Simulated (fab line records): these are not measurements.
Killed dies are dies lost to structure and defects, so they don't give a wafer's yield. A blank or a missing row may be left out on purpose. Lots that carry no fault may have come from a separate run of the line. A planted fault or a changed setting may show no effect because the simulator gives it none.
Which tool was responsible? ; flow nand harc ; Sampling: 13 lots, 39 wafers, 4 of 1302 route steps

## WHAT EACH GAUGE READ, for each wafer
NHARC_P_STI_INSPECT_25. Usual: raw defect count 238, standard deviation 84.
lot;measured;on;raw defect count;flag
L842;day 3 23:07;defect inspect-01;233 292 258;
L843;day 4 10:08;defect inspect-01;296 246 357;
L844;day 4 20:36;defect inspect-02;334 517 370;
L845;day 5 07:51;defect inspect-02;316 471 305;
L846;day 5 12:43;defect inspect-01;163 251 346;
L847;day 6 01:29;defect inspect-02;191 283 266;
L848;day 6 13:22;defect inspect-02;202 274 169;
L849;day 7 07:13;defect inspect-01;173 192 160;
L853;day 8 14:06;defect inspect-01;137 161 205;
L855;day 9 22:37;defect inspect-01;168 105 196;
L863;day 12 22:53;defect inspect-01;202 319 311;
L864;day 13 03:32;defect inspect-02;255 244 357;
L865;day 13 12:53;defect inspect-01;137 254 117;

NHARC_P_GATE_CD_MEAS_26: the cd target is 120 nm. Usual: cd nm 120.4 nm, standard deviation 0.91.
lot;measured;on;cd nm (nm);flag
L842;day 5 00:03;cd sem-01;119.9 121.9 120.6;
L843;day 5 12:38;cd sem-01;120.3 118.8 120.5;
L844;day 6 01:17;cd sem-03;119.7 120.7 120.4;
L845;day 6 11:26;cd sem-02;120.0 121.7 120.5;
L846;day 6 14:43;cd sem-03;119.9 118.9 119.1;
L847;day 7 00:02;cd sem-03;122.1 120.6 121.6;
L848;day 7 15:53;cd sem-02;120.9 120.5 120.7;
L849;day 8 08:07;cd sem-02;119.9 120.9 121.0;
L853;day 9 12:37;cd sem-03;122.0 120.6 120.3;
L855;day 10 22:29;cd sem-03;120.7 122.1 120.4;
L863;day 13 23:58;cd sem-03;120.8 120.8 121.3;
L864;day 14 05:56;cd sem-01;119.8 119.4 119.5;
L865;day 14 15:11;cd sem-02;120.4 120.7 122.0;

## WHAT TOOL EACH LOT RAN ON (gives the tool, then ch and the chambers of the sampled wafers, and finally the start)
lot;NHARC_P_ZERO_WELL_EXPOSE_21;NHARC_P_STI_CMP_21
L842;krf scanner-02 ch 0, day 1 22:19;cmp-02 ch 0,2,3, day 3 15:08
L843;krf scanner-01 ch 0, day 2 08:18;cmp-02 ch 0,1, day 4 00:38
L844;krf scanner-02 ch 0, day 2 18:19;cmp-02 ch 0,3, day 4 12:09
L845;krf scanner-02 ch 0, day 3 04:11;cmp-02 ch 2,3, day 4 22:05
L846;krf scanner-01 ch 0, day 3 14:19;cmp-02 ch 0,1,3, day 5 04:55
L847;krf scanner-01 ch 0, day 4 00:25;cmp-01 ch 1,2, day 5 16:24
L848;krf scanner-01 ch 0, day 4 10:19;cmp-04 ch 0,1,2, day 6 05:28
L849;krf scanner-02 ch 0, day 4 20:31;cmp-02 ch 0,2,3, day 6 20:52
L853;krf scanner-03 ch 0, day 6 12:25;cmp-01 ch 0,1,3, day 8 06:16
L855;krf scanner-02 ch 0, day 7 08:14;cmp-01 ch 0,2,3, day 9 14:37
L863;krf scanner-03 ch 0, day 10 16:26;cmp-02 ch 0,2,3, day 12 11:37
L864;krf scanner-01 ch 0, day 11 02:29;cmp-01 ch 0,2,3, day 12 19:11
L865;krf scanner-01 ch 0, day 11 12:19;cmp-02 ch 1,2, day 13 05:02
- NHARC_P_ZERO_WELL_EXPOSE_21: exposes mask P NWELL, target cd 720 nm.
- NHARC_P_STI_CMP_21: polishes, t overpolish 20 s, target thk 380.67 nm.

## WHAT THE TOOLS THEMSELVES READ (means of the sampled wafers that have a number; where no wafer has one, the mark that the record gives instead)
NHARC_P_ZERO_WELL_EXPOSE_21. Usual: exposure dose mJ cm2 22.308, standard deviation 0.022.
lot;tool;exposure dose mJ cm2;flag
L842;krf scanner-02;22.311;
L843;krf scanner-01;22.310;
L844;krf scanner-02;22.315;
L845;krf scanner-02;22.330;
L846;krf scanner-01;22.297;
L847;krf scanner-01;22.323;
L848;krf scanner-01;22.311;
L849;krf scanner-02;22.337;
L853;krf scanner-03;22.332;
L855;krf scanner-02;22.294;
L863;krf scanner-03;22.305;
L864;krf scanner-01;22.293;
L865;krf scanner-01;22.290;

NHARC_P_STI_CMP_21. Usual: motor current A 12.5 A, standard deviation 0.91; overpolish run s 20.000 s, standard deviation 0.0095.
lot;tool;motor current A (A);overpolish run s (s);flag
L842;cmp-02;11.9;20.001;
L843;cmp-02;13.1;20.005;
L844;cmp-02;11.7;19.994;
L845;cmp-02;12.6;19.991;
L846;cmp-02;12.7;19.997;
L847;cmp-01;13.2;20.002;
L848;cmp-04;11.8;20.002;
L849;cmp-02;12.1;20.006;
L853;cmp-01;12.1;19.997;
L855;cmp-01;13.2;20.005;
L863;cmp-02;11.6;20.008;
L864;cmp-01;12.9;20.000;
L865;cmp-02;13.0;19.997;

## THE ANSWER, worked out from the rows above alone
Rule: a lot is off if the mean of its wafers that have a number lies more than 3 standard deviations from the usual mean. Also off: a lot with no number at a reading for which 4 or more lots have one. The other lots that the step has rows for count as sound. After the gauges, taken in route order, come the tools' own readings; for these a lot's mean is taken, as printed above. The first step at which some lot is off is used, and at that step the reading that is off furthest; a lot without a number counts as furthest.
Nothing can be told from this: no lot is off at any reading shown.

## WHAT THE SIMULATOR HAD INSERTED
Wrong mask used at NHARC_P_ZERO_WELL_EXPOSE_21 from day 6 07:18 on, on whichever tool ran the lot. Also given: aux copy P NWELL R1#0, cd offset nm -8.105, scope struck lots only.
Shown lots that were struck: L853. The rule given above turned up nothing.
